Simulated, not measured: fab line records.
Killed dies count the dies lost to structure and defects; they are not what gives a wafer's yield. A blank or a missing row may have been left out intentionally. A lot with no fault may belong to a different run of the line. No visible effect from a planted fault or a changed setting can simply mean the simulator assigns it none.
fab line records	flow nand_harc
[record] lots = 24	wafers = 72	last_day = 33
route steps=1302 shown A_CHANNEL_HOLE_D1@479 A_DECK1_JOINT@539 A_ONON_D2@567 A_CHANNEL_FILL_D2@633
lots untouched by any fault: they come from a run of this same line in which no faults occurred
start_h: hours from the record's opening day to when the first of the lot's shown wafers began	wait_h: hours from the lot's prior step to this one	" unchanged from the row above	L1.1+2: several wafers, shown together as one row	- no value present, or no start provided	* or withheld: withheld	< > ~ a bound
route shown NAME@n: NAME is a module with steps in the file, n the number in the route of the first one	usual: average and standard deviation across the fault-free wafers	same: alike in all rows	chamber/n: place in a boat	sites: per-site readings	_std_site: standard deviation of those values	_edge_site: mean of outer sites minus mean of inner sites	radius_mm: how far each site lies from the wafer's centre	mask NAME#n: copy n	behind: the most recent tool/chamber to have shaped the wafer	hold: why the lot was held/for how many hours/how that ended	device: which transistor (n, p or np) failed to switch	end of line: the route-end tests of the same wafers	where a step has no rows: the recipe by itself	killed: count of dies lost to structure and defects at first sort (not the wafer's yield)	map: the dies of a wafer, with x for killed, . for not killed, _ for no die there
set.NAME: the setting the step ran with; set.NAME@STEP: the setting that earlier step ran with	model.NAME: the simulator's own value behind a step, which no gauge read
route steps across a sampled set of lots; one table per step, one row per wafer
services: the hour from which a tool's chamber was out of use, counted from the record's first day as start_h (under 0 if before that day), plus the number of hours and why
[[steps]]
[step NHARC_A_CHANNEL_HOLE_D1_ETCH_33]
[recipe] bias_v = 400	source_w = 2000	pressure_mtorr = 25	time_s = 90	ar_flow_sccm = 375	c4f8_flow_sccm = 41.7	o2_flow_sccm = 83.3	temp_c = -20	target_depth_a = 4000	chemistry = C4F8/O2/Ar
[usual] drypump_motor_current_A = 5.5/0.32	showerhead_plenum_p_Torr = 3.70/0.083	throttle_valve_pct = 27.620/0.0094
lot.wafer	tool	chamber	start_h	wait_h	drypump_motor_current_A	rf_hours_counter_h	showerhead_plenum_p_Torr	throttle_valve_pct
L074.2	har_etch-01	0	189.72	0.2	5.5	88	3.77	27.616
L074.4	"	1	"	"	5.9	-	3.75	27.623
L074.6	"	1	"	"	5.8	-	3.75	27.623
L075.2	har_etch-01	1	202.60	0.2	5.8	96	3.75	27.584
L075.4	"	0	"	"	5.5	-	3.77	27.621
L075.6	"	0	"	"	5.5	-	3.77	27.622
L076.2	har_etch-02	0	204.86	0.2	5.6	305	3.75	27.613
L076.3	"	0	"	"	5.6	-	3.75	27.634
L076.5	"	1	"	"	4.9	-	3.57	27.622
L077.1	har_etch-02	0	215.63	0.2	5.6	309	3.75	27.618
L077.3	"	1	"	"	4.9	-	3.57	27.602
L077.4	"	0	"	"	5.6	-	3.75	27.622
L079.2	har_etch-01	1	232.59	0.2	5.9	114	3.74	27.625
L079.6	"	0	"	"	5.5	-	3.76	27.611
L079.5	"	1	"	"	5.8	-	3.74	27.635
L078.1	har_etch-02	1	234.58	0.2	4.9	325	3.56	27.620
L078.5	"	1	"	"	4.9	-	3.56	27.632
L078.6	"	0	"	"	5.6	-	3.74	27.621
L080.1	har_etch-01	1	254.06	0.2	5.8	122	3.73	27.615
L080.2	"	0	"	"	5.5	122	3.75	27.629
L080.3	"	1	"	"	5.8	-	3.73	27.597
L081.1	har_etch-02	1	254.52	0.2	4.9	332	3.55	27.614
L081.3	"	1	"	"	4.9	-	3.55	27.613
L081.6	"	1	"	"	4.9	-	3.55	27.619
L083.2	har_etch-01	1	271.01	0.2	5.8	134	3.73	27.608
L083.4	"	1	"	"	5.8	-	3.73	27.629
L083.5	"	0	"	"	5.5	-	3.75	27.620
L082.2	har_etch-02	0	273.44	0.2	5.6	344	3.73	27.637
L082.4	"	0	"	"	5.6	-	3.73	27.616
L082.6	"	1	"	"	4.9	-	3.55	27.632
L084.1	har_etch-02	0	290.26	0.2	5.6	355	3.72	27.621
L084.3	"	0	"	"	5.6	-	3.72	27.619
L084.6	"	1	"	"	4.9	-	3.54	27.614
L085.2	har_etch-01	1	292.65	0.2	5.8	149	3.72	27.610
L085.1	"	0	"	"	5.5	149	3.74	27.628
L085.6	"	1	"	"	5.9	-	3.72	27.610
L086.4	har_etch-02	0	302.44	0.2	5.6	-	3.72	27.624
L086.6	"	1	"	"	4.9	-	3.54	27.633
L086.5	"	0	"	"	5.6	-	3.72	27.628
L087.3	har_etch-02	0	333.65	0.2	5.6	-	3.71	27.619
L087.5	"	0	"	"	5.6	-	3.71	27.618
L087.6	"	1	"	"	4.9	-	3.53	27.615
L088.1	har_etch-01	1	335.08	0.2	5.8	172	3.71	27.614
L088.3	"	0	"	"	5.5	-	3.73	27.618
L088.5	"	0	"	"	5.5	-	3.73	27.614
L089.2	har_etch-02	0	340.53	0.2	5.6	382	3.71	27.611
L089.4	"	1	"	"	4.9	-	3.53	27.612
L089.6	"	1	"	"	4.9	-	3.53	27.635
L090.1	har_etch-01	0	348.07	0.2	5.5	179	3.72	27.623
L090.4	"	0	"	"	5.5	-	3.72	27.620
L090.6	"	0	"	"	5.5	-	3.72	27.635
L091.2	har_etch-01	1	358.71	0.2	5.8	183	3.70	27.614
L091.5	"	1	"	"	5.8	-	3.70	27.626
L091.6	"	0	"	"	5.5	-	3.72	27.613
L092.1	har_etch-01	1	371.37	0.2	5.8	191	3.70	27.618
L092.3	"	0	"	"	5.5	-	3.72	27.622
L092.5	"	1	"	"	5.8	-	3.70	27.612
L093.3	har_etch-01	1	375.57	0.2	5.8	-	3.69	27.630
L093.4	"	0	"	"	5.5	-	3.71	27.632
L093.5	"	1	"	"	5.8	-	3.69	27.628
L094.3	har_etch-01	1	393.30	0.2	5.9	-	3.69	27.634
L094.6	"	0	"	"	5.5	-	3.71	27.611
L094.5	"	1	"	"	5.9	-	3.69	27.613
L095.1	har_etch-02	1	398.00	0.2	4.9	4	3.98	27.621
L095.2	"	0	"	"	5.6	4	3.70	27.630
L095.6	"	0	"	"	5.6	-	3.70	27.621
L096.2	har_etch-01	0	409.12	0.2	5.5	222	3.70	27.634
L096.6	"	0	"	"	5.5	-	3.70	27.626
L096.5	"	1	"	"	5.8	-	3.68	27.616
L097.3	har_etch-01	1	413.41	0.2	5.8	-	3.68	27.619
L097.4	"	0	"	"	5.5	-	3.70	27.626
L097.6	"	1	"	"	5.8	-	3.68	27.626
[step NHARC_A_CHANNEL_HOLE_D1_XSEM_31]
[recipe] landing_energy_ev = 35000
[usual] bot_cd_nm = 74.5/1.3	bow_nm = 8.7/0.31	tilt_deg = 0.08/0.043
lot.wafer	tool	chamber	start_h	wait_h	bot_cd_nm	bow_nm	tilt_deg
L074.2	xsem-01	0	191.31	0.1	76.2	8.5	-0.03
L074.4	"	0	"	"	72.8	8.5	-0.03
L074.6	"	0	"	"	74.1	8.4	-0.03
L075.2	xsem-01	0	204.19	0.1	73.8	9.0	0.15
L075.4	"	0	"	"	75.2	9.1	0.15
L075.6	"	0	"	"	74.6	9.0	0.15
L076.2	xsem-02	0	206.57	0.1	76.0	8.6	0.12
L076.3	"	0	"	"	74.7	8.5	0.13
L076.5	"	0	"	"	73.1	8.7	0.13
L077.1	xsem-02	0	217.22	0.1	71.9	8.6	0.00
L077.3	"	0	"	"	75.9	8.6	-0.01
L077.4	"	0	"	"	73.5	8.7	0.00
L079.2	xsem-01	0	234.19	0.1	73.5	8.6	0.13
L079.5	"	0	"	"	74.3	8.5	0.13
L079.6	"	0	"	"	73.9	8.6	0.13
L078.1	xsem-02	0	236.35	0.1	76.6	9.0	0.02
L078.5	"	0	"	"	74.2	9.1	0.03
L078.6	"	0	"	"	75.7	9.0	0.03
L080.1	xsem-01	0	255.68	0.1	75.3	8.3	0.14
L080.2	"	0	"	"	74.9	8.3	0.14
L080.3	"	0	"	"	74.9	8.3	0.14
L081.1	xsem-02	0	256.30	0.1	76.3	8.7	0.06
L081.3	"	0	"	"	74.6	8.8	0.06
L081.6	"	0	"	"	76.2	8.8	0.06
L083.2	xsem-02	0	273.11	0.1	76.5	8.6	0.08
L083.4	"	0	"	"	73.8	8.5	0.08
L083.5	"	0	"	"	76.4	8.6	0.08
L082.2	xsem-01	0	275.15	0.1	74.2	9.3	0.12
L082.4	"	0	"	"	75.5	9.3	0.12
L082.6	"	0	"	"	74.5	9.3	0.12
L084.1	xsem-02	0	292.07	0.1	75.8	8.5	0.10
L084.3	"	0	"	"	74.8	8.5	0.10
L084.6	"	0	"	"	75.0	8.6	0.10
L085.1	xsem-01	0	294.43	0.1	75.2	8.7	0.05
L085.2	"	0	"	"	74.4	8.9	0.05
L085.6	"	0	"	"	76.5	8.7	0.05
L086.4	xsem-02	0	304.05	0.1	74.4	9.2	0.06
L086.5	"	0	"	"	74.0	9.2	0.06
L086.6	"	0	"	"	75.9	9.2	0.06
L087.3	xsem-02	0	335.24	0.1	74.0	8.7	0.03
L087.5	"	0	"	"	75.5	8.7	0.03
L087.6	"	0	"	"	73.8	8.6	0.03
L088.1	xsem-01	0	336.74	0.1	73.0	9.1	0.10
L088.3	"	0	"	"	72.9	9.2	0.10
L088.5	"	0	"	"	73.4	9.2	0.10
L089.2	xsem-02	0	342.23	0.1	76.1	9.0	0.06
L089.4	"	0	"	"	74.7	9.0	0.06
L089.6	"	0	"	"	74.7	9.0	0.06
L090.1	xsem-01	0	349.77	0.1	72.5	8.8	0.07
L090.4	"	0	"	"	73.1	8.9	0.07
L090.6	"	0	"	"	72.1	8.8	0.07
L091.2	xsem-02	0	360.36	0.1	74.3	8.6	0.07
L091.5	"	0	"	"	73.0	8.5	0.07
L091.6	"	0	"	"	73.0	8.5	0.07
L092.1	xsem-01	0	373.01	0.1	73.1	8.3	0.07
L092.3	"	0	"	"	74.5	8.3	0.07
L092.5	"	0	"	"	74.0	8.4	0.07
L093.3	xsem-02	0	377.60	0.1	72.5	8.2	0.08
L093.4	"	0	"	"	74.3	8.2	0.08
L093.5	"	0	"	"	72.9	8.2	0.08
L094.3	xsem-02	0	394.84	0.1	75.9	8.7	0.13
L094.5	"	0	"	"	74.6	8.7	0.13
L094.6	"	0	"	"	74.8	8.6	0.13
L095.1	xsem-01	0	399.62	0.1	75.5	8.5	0.10
L095.2	"	0	"	"	72.8	8.6	0.10
L095.6	"	0	"	"	73.9	8.5	0.10
L096.2	xsem-02	0	410.75	0.1	76.5	8.1	0.09
L096.5	"	0	"	"	76.1	8.2	0.09
L096.6	"	0	"	"	76.5	8.1	0.09
L097.3	xsem-01	0	414.99	0.1	76.7	8.9	0.06
L097.4	"	0	"	"	75.3	9.0	0.06
L097.6	"	0	"	"	75.3	9.0	0.05
[step NHARC_A_DECK1_JOINT_CMP_02]
[recipe] material = SiOx
[usual] motor_current_A = 12.6/1.1	pad_life_wafers = 180/100	retaining_ring_pressure_frac = 1.001/0.0056
lot.wafer	tool	chamber	start_h	wait_h	motor_current_A	pad_life_wafers	retaining_ring_pressure_frac
L074.4	cmp-04	2	276.47	0.4	12.1	259	1.001
L074.2	"	3	"	"	12.0	260	1.005
L074.6	"	2	"	"	12.4	-	1.000
L075.2	cmp-04	1	286.49	0.4	13.3	306	1.007
L075.4	"	2	"	"	12.3	307	0.987
L075.6	"	1	"	"	13.6	-	1.010
L076.2	cmp-03	2	286.54	0.4	12.8	103	0.996
L076.3	"	0	"	"	12.8	105	0.992
L076.5	"	1	"	"	12.8	-	1.007
L077.4	cmp-04	3	301.91	0.4	11.7	390	0.998
L077.3	"	1	"	"	13.5	392	0.993
L077.1	"	2	"	"	12.1	393	0.994
L078.1	cmp-04	1	321.74	0.4	13.0	36	0.998
L078.5	"	1	"	"	13.2	-	1.005
L078.6	"	2	"	"	12.4	-	0.997
L079.2	cmp-01	1	321.74	0.4	12.1	102	1.006
L079.6	"	1	"	"	12.7	-	0.995
L079.5	"	2	"	"	13.2	-	1.011
L080.3	cmp-03	0	343.88	0.4	13.1	360	0.999
L080.1	"	2	"	"	12.7	362	1.002
L080.2	"	3	"	"	11.8	363	1.003
L081.3	cmp-01	2	343.91	0.4	13.7	187	0.995
L081.1	"	0	"	"	14.7	189	1.006
L081.6	"	1	"	"	13.0	-	1.002
L083.4	cmp-04	0	360.30	0.4	10.9	132	1.007
L083.2	"	1	"	"	13.0	133	1.009
L083.5	"	1	"	"	12.8	-	1.002
L082.4	cmp-01	0	360.33	0.4	15.1	277	1.000
L082.2	"	1	"	"	12.5	278	0.996
L082.6	"	3	"	"	12.1	-	0.999
L084.3	cmp-01	3	378.44	0.4	12.2	331	0.995
L084.1	"	1	"	"	12.8	333	1.007
L084.6	"	2	"	"	12.8	-	1.000
L085.2	cmp-04	0	378.44	0.4	11.2	193	1.002
L085.1	"	2	"	"	11.1	195	0.994
L085.6	"	3	"	"	12.3	-	1.006
L086.4	cmp-01	0	392.26	0.4	14.1	30	1.005
L086.5	"	0	"	"	15.3	-	1.008
L086.6	"	1	"	"	12.1	-	0.996
L088.3	cmp-01	0	421.19	0.4	15.8	116	0.994
L088.1	"	1	"	"	12.4	117	1.005
L088.5	"	2	"	"	12.8	-	0.995
L087.3	cmp-01	1	423.18	0.4	12.0	122	1.003
L087.5	"	3	"	"	12.2	-	1.006
L087.6	"	0	"	"	15.8	-	1.005
L090.1	cmp-04	3	430.53	0.4	11.7	68	1.002
L090.4	"	0	"	"	11.3	69	0.995
L090.6	"	2	"	"	12.1	-	1.005
L089.2	cmp-01	1	430.57	0.5	12.6	150	1.002
L089.4	"	3	"	"	12.2	152	0.998
L089.6	"	2	"	"	12.7	-	0.992
L091.2	cmp-04	2	447.00	0.4	11.9	157	1.012
L091.6	"	1	"	"	13.1	-	1.011
L091.5	"	2	"	"	12.3	-	1.005
L092.3	cmp-01	2	455.40	0.4	13.3	247	1.000
L092.1	"	3	"	"	12.4	248	1.013
L092.5	"	2	"	"	13.5	-	1.004
L093.3	cmp-04	0	462.08	0.4	11.3	199	0.995
L093.4	"	2	"	"	12.2	201	0.994
L093.5	"	0	"	"	11.4	-	1.001
L094.3	cmp-04	3	478.39	0.4	11.3	260	1.001
L094.5	"	1	"	"	13.8	-	1.008
L094.6	"	2	"	"	11.7	-	1.008
L095.2	cmp-03	3	483.22	0.4	11.6	102	1.000
L095.1	"	0	"	"	12.7	103	1.011
L095.6	"	0	"	"	13.4	-	1.006
L097.3	cmp-03	0	495.64	0.4	12.4	144	0.994
L097.4	"	1	"	"	13.3	145	0.988
L097.6	"	1	"	"	12.1	-	1.002
L096.2	cmp-01	1	495.67	0.4	11.8	43	0.990
L096.6	"	0	"	"	14.9	-	0.995
L096.5	"	1	"	"	12.2	-	0.992
[step NHARC_A_ONON_D2_THK_MEAS_34]
[recipe] thk_meas_gauge = ellipsometry
[usual] thk_nm = 200.9/3
lot.wafer	tool	chamber	start_h	wait_h	thk_nm
L074.2	film_metro-02	-	290.30	-	198.5
L074.4	"	-	"	"	200.3
L074.6	"	-	"	"	203.0
L075.2	film_metro-02	-	300.78	-	205.5
L075.4	"	-	"	"	205.9
L075.6	"	-	"	"	202.8
L076.2	film_metro-01	-	300.85	-	199.4
L076.3	"	-	"	"	199.7
L076.5	"	-	"	"	203.1
L077.1	film_metro-01	-	318.43	-	199.8
L077.3	"	-	"	"	196.5
L077.4	"	-	"	"	203.4
L078.1	film_metro-01	-	335.79	-	196.4
L078.5	"	-	"	"	200.8
L078.6	"	-	"	"	201.2
L079.2	film_metro-01	-	335.93	0.4	198.0
L079.5	"	-	"	"	196.6
L079.6	"	-	"	"	207.1
L081.1	film_metro-02	-	358.23	-	199.2
L081.3	"	-	"	"	197.9
L081.6	"	-	"	"	198.7
L080.1	film_metro-01	-	358.25	-	199.2
L080.2	"	-	"	"	201.8
L080.3	"	-	"	"	200.7
L082.2	film_metro-01	-	376.36	-	199.7
L082.4	"	-	"	"	199.2
L082.6	"	-	"	"	201.3
L083.2	film_metro-01	-	376.39	-	197.6
L083.4	"	-	"	"	203.7
L083.5	"	-	"	"	201.6
L084.1	film_metro-01	-	392.08	-	200.2
L084.3	"	-	"	"	199.1
L084.6	"	-	"	"	201.0
L085.1	film_metro-02	-	392.09	-	195.7
L085.2	"	-	"	"	202.6
L085.6	"	-	"	"	200.4
L086.4	film_metro-01	-	406.53	-	203.9
L086.5	"	-	"	"	203.1
L086.6	"	-	"	"	204.4
L088.1	film_metro-02	-	435.15	-	201.1
L088.3	"	-	"	"	199.3
L088.5	"	-	"	"	203.1
L087.3	film_metro-01	-	435.20	-	199.3
L087.5	"	-	"	"	197.9
L087.6	"	-	"	"	202.8
L090.1	film_metro-01	-	444.48	-	198.9
L090.4	"	-	"	"	205.7
L090.6	"	-	"	"	204.1
L089.2	film_metro-01	-	444.51	-	202.1
L089.4	"	-	"	"	203.5
L089.6	"	-	"	"	203.0
L091.2	film_metro-01	-	460.60	-	197.5
L091.5	"	-	"	"	197.8
L091.6	"	-	"	"	202.3
L092.1	film_metro-01	-	469.35	-	196.1
L092.3	"	-	"	"	199.2
L092.5	"	-	"	"	202.0
L093.3	film_metro-01	-	479.02	-	204.2
L093.4	"	-	"	"	208.9
L093.5	"	-	"	"	206.6
L094.3	film_metro-02	-	496.79	-	199.6
L094.5	"	-	"	"	198.7
L094.6	"	-	"	"	202.8
L095.1	film_metro-02	-	496.99	-	200.9
L095.2	"	-	"	"	195.7
L095.6	"	-	"	"	204.5
L097.3	film_metro-01	-	509.43	-	200.5
L097.4	"	-	"	"	202.5
L097.6	"	-	"	"	207.4
L096.2	film_metro-01	-	509.66	-	197.2
L096.5	"	-	"	"	196.0
L096.6	"	-	"	"	201.7
[step NHARC_A_CHANNEL_FILL_D2_CMP_10]
[recipe] target_thk_nm = 150
[usual] motor_current_A = 12.6/1.2	pad_life_wafers = 196/93	retaining_ring_pressure_frac = 1.000/0.005	time_to_endpoint_s = 16/3.4
lot.wafer	tool	chamber	start_h	wait_h	motor_current_A	pad_life_wafers	retaining_ring_pressure_frac	time_to_endpoint_s
L074.4	cmp-01	0	347.21	0.4	14.6	210	1.001	13
L074.2	"	3	"	"	12.2	213	0.998	19
L074.6	"	1	"	"	12.5	-	1.001	16
L076.3	cmp-04	1	358.11	0.4	12.6	121	0.999	17
L076.2	"	2	"	"	12.0	122	1.002	14
L076.5	"	0	"	"	11.5	-	0.997	18
L075.2	cmp-02	0	358.14	0.4	12.0	128	0.998	18
L075.4	"	1	"	"	14.1	129	0.987	14
L075.6	"	3	"	"	14.1	-	0.996	17
L077.1	cmp-04	3	377.17	0.4	11.7	187	1.001	13
L077.3	"	0	"	"	11.6	188	0.996	18
L077.4	"	1	"	"	13.0	189	0.996	19
L079.2	cmp-02	2	392.94	0.4	11.2	278	0.993	24
L079.5	"	0	"	"	12.7	-	1.006	22
L079.6	"	1	"	"	14.0	-	0.997	20
L078.1	cmp-04	0	393.04	0.5	11.2	278	1.001	22
L078.6	"	2	"	"	11.8	-	1.002	17
L078.5	"	3	"	"	11.9	-	0.996	13
L081.1	cmp-04	2	416.87	0.4	12.4	24	1.001	15
L081.3	"	1	"	"	12.6	27	0.997	17
L081.6	"	2	"	"	12.6	-	1.006	11
L080.3	cmp-02	1	416.87	0.4	14.4	372	0.998	19
L080.2	"	2	"	"	11.2	373	1.011	22
L080.1	"	0	"	"	12.0	375	1.006	21
L082.4	cmp-04	2	437.80	0.4	12.5	115	1.005	11
L082.2	"	3	"	"	11.8	116	1.003	10
L082.6	"	1	"	"	12.5	-	0.997	17
L083.4	cmp-01	0	437.81	0.4	14.8	192	0.999	11
L083.2	"	3	"	"	12.1	195	1.003	13
L083.5	"	0	"	"	15.0	-	0.999	11
L084.1	cmp-01	0	450.75	0.4	15.4	228	1.002	10
L084.3	"	1	"	"	12.3	229	1.001	13
L084.6	"	1	"	"	12.6	-	1.010	14
L085.1	cmp-02	2	453.57	0.4	10.5	66	1.005	20
L085.2	"	0	"	"	12.9	68	1.006	23
L085.6	"	3	"	"	15.1	-	0.995	20
L086.4	cmp-04	3	466.04	0.4	11.8	205	1.009	16
L086.6	"	2	"	"	12.6	-	0.998	16
L086.5	"	3	"	"	12.6	-	1.001	11
L088.3	cmp-02	3	493.97	0.4	13.9	204	0.998	17
L088.1	"	0	"	"	12.5	205	0.991	19
L088.5	"	3	"	"	14.3	-	0.993	17
L087.3	cmp-04	3	500.11	0.4	12.1	356	0.994	8
L087.5	"	1	"	"	13.9	-	1.000	16
L087.6	"	2	"	"	11.7	-	1.000	11
L089.2	cmp-01	0	507.10	0.4	15.1	85	1.000	13
L089.4	"	1	"	"	12.5	86	0.997	15
L089.6	"	0	"	"	14.5	-	1.002	13
L090.4	cmp-02	3	507.17	0.5	14.2	272	0.995	19
L090.1	"	0	"	"	12.5	273	0.992	21
L090.6	"	2	"	"	10.5	-	1.003	16
L091.2	cmp-04	1	520.02	0.4	12.7	55	1.000	19
L091.5	"	0	"	"	10.7	-	0.993	21
L091.6	"	1	"	"	13.3	-	0.998	20
L092.3	cmp-04	1	527.32	0.4	13.0	98	1.000	18
L092.1	"	2	"	"	12.3	99	1.005	12
L092.5	"	3	"	"	11.9	-	0.991	13
L093.4	cmp-04	1	539.88	0.4	12.5	151	1.004	15
L093.3	"	3	"	"	11.1	153	0.997	13
L093.5	"	1	"	"	12.9	-	0.995	16
L095.1	cmp-01	0	555.34	0.4	15.0	258	1.004	14
L095.2	"	1	"	"	12.2	259	1.004	14
L095.6	"	1	"	"	12.3	-	1.005	16
L094.3	cmp-04	1	555.41	0.4	12.6	231	0.997	17
L094.5	"	2	"	"	12.4	-	0.996	12
L094.6	"	3	"	"	11.2	-	0.998	11
L097.3	cmp-01	0	566.95	0.4	14.8	300	0.996	14
L097.4	"	2	"	"	13.5	302	1.004	19
L097.6	"	1	"	"	12.2	-	0.994	17
L096.2	cmp-04	2	566.95	0.4	12.3	276	0.998	14
L096.6	"	2	"	"	11.6	-	0.999	8
L096.5	"	3	"	"	11.7	-	0.998	11
[step NHARC_A_CHANNEL_FILL_D2_INSPECT_13]
[usual] raw_defect_count = 335/110
lot.wafer	tool	chamber	start_h	wait_h	raw_defect_count
L074.2	defect_inspect-02	-	347.82	0.1	239
L074.4	"	-	"	"	191
L074.6	"	-	"	"	369
L075.2	defect_inspect-02	-	358.70	0.1	306
L075.4	"	-	"	"	314
L075.6	"	-	"	"	352
L076.2	defect_inspect-01	-	358.80	0.1	407
L076.3	"	-	"	"	371
L076.5	"	-	"	"	361
L077.1	defect_inspect-02	-	378.17	0.2	376
L077.3	"	-	"	"	342
L077.4	"	-	"	"	398
L079.2	defect_inspect-02	-	393.51	0.1	245
L079.5	"	-	"	"	410
L079.6	"	-	"	"	350
L078.1	defect_inspect-02	-	393.61	0.2	209
L078.5	"	-	"	"	412
L078.6	"	-	"	"	327
L080.1	defect_inspect-02	-	417.48	0.2	694
L080.2	"	-	"	"	770
L080.3	"	-	"	"	526
L081.1	defect_inspect-01	-	417.65	0.2	296
L081.3	"	-	"	"	396
L081.6	"	-	"	"	300
L082.2	defect_inspect-01	-	438.39	0.1	204
L082.4	"	-	"	"	203
L082.6	"	-	"	"	288
L083.2	defect_inspect-01	-	438.43	0.1	294
L083.4	"	-	"	"	390
L083.5	"	-	"	"	486
L084.1	defect_inspect-02	-	451.37	0.2	266
L084.3	"	-	"	"	265
L084.6	"	-	"	"	351
L085.1	defect_inspect-01	-	454.20	0.2	464
L085.2	"	-	"	"	441
L085.6	"	-	"	"	342
L086.4	defect_inspect-01	-	466.64	0.1	248
L086.5	"	-	"	"	172
L086.6	"	-	"	"	267
L088.1	defect_inspect-02	-	494.59	0.2	245
L088.3	"	-	"	"	208
L088.5	"	-	"	"	200
L087.3	defect_inspect-01	-	500.69	0.1	398
L087.5	"	-	"	"	278
L087.6	"	-	"	"	362
L089.2	defect_inspect-02	-	507.70	0.1	415
L089.4	"	-	"	"	447
L089.6	"	-	"	"	239
L090.1	defect_inspect-01	-	507.75	0.2	618
L090.4	"	-	"	"	504
L090.6	"	-	"	"	430
L091.2	defect_inspect-02	-	520.61	0.1	187
L091.5	"	-	"	"	249
L091.6	"	-	"	"	248
L092.1	defect_inspect-01	-	527.89	0.2	262
L092.3	"	-	"	"	280
L092.5	"	-	"	"	228
L093.3	defect_inspect-02	-	540.48	0.1	304
L093.4	"	-	"	"	325
L093.5	"	-	"	"	405
L094.3	defect_inspect-02	-	556.12	0.1	370
L094.5	"	-	"	"	224
L094.6	"	-	"	"	304
L095.1	defect_inspect-01	-	556.19	0.2	383
L095.2	"	-	"	"	311
L095.6	"	-	"	"	173
L097.3	defect_inspect-02	-	567.57	0.1	405
L097.4	"	-	"	"	624
L097.6	"	-	"	"	430
L096.2	defect_inspect-01	-	567.73	0.1	353
L096.5	"	-	"	"	242
L096.6	"	-	"	"	235
[[services]]
tool	chamber	start_h	hours	kind
har_etch-01	-	167.33	3.8	repair
cmp-01	-	185.50	4.0	pm
cmp-01	-	191.35	1.1	repair
cmp-01	-	194.96	4.6	repair
cmp-04	-	209.47	4.0	pm
cmp-01	-	214.56	1.6	repair
xsem-01	-	225.60	2.7	repair
cmp-01	-	231.10	5.9	repair
cmp-01	-	283.41	0.8	repair
cmp-04	-	307.47	4.0	pm
cmp-01	-	314.19	4.7	repair
cmp-04	-	332.34	18.0	repair
xsem-01	-	345.20	3.6	repair
xsem-01	-	374.00	14.0	pm
cmp-01	-	382.19	4.0	pm
cmp-01	-	396.42	3.5	repair
cmp-04	-	405.47	4.0	pm
cmp-04	-	418.38	2.7	repair
cmp-04	-	453.16	2.5	repair
cmp-01	-	480.19	4.0	pm
cmp-04	-	492.23	0.7	repair
cmp-01	-	503.24	1.3	repair
cmp-04	-	503.47	4.0	pm
cmp-04	-	513.12	0.5	repair
[[key]]
fault none
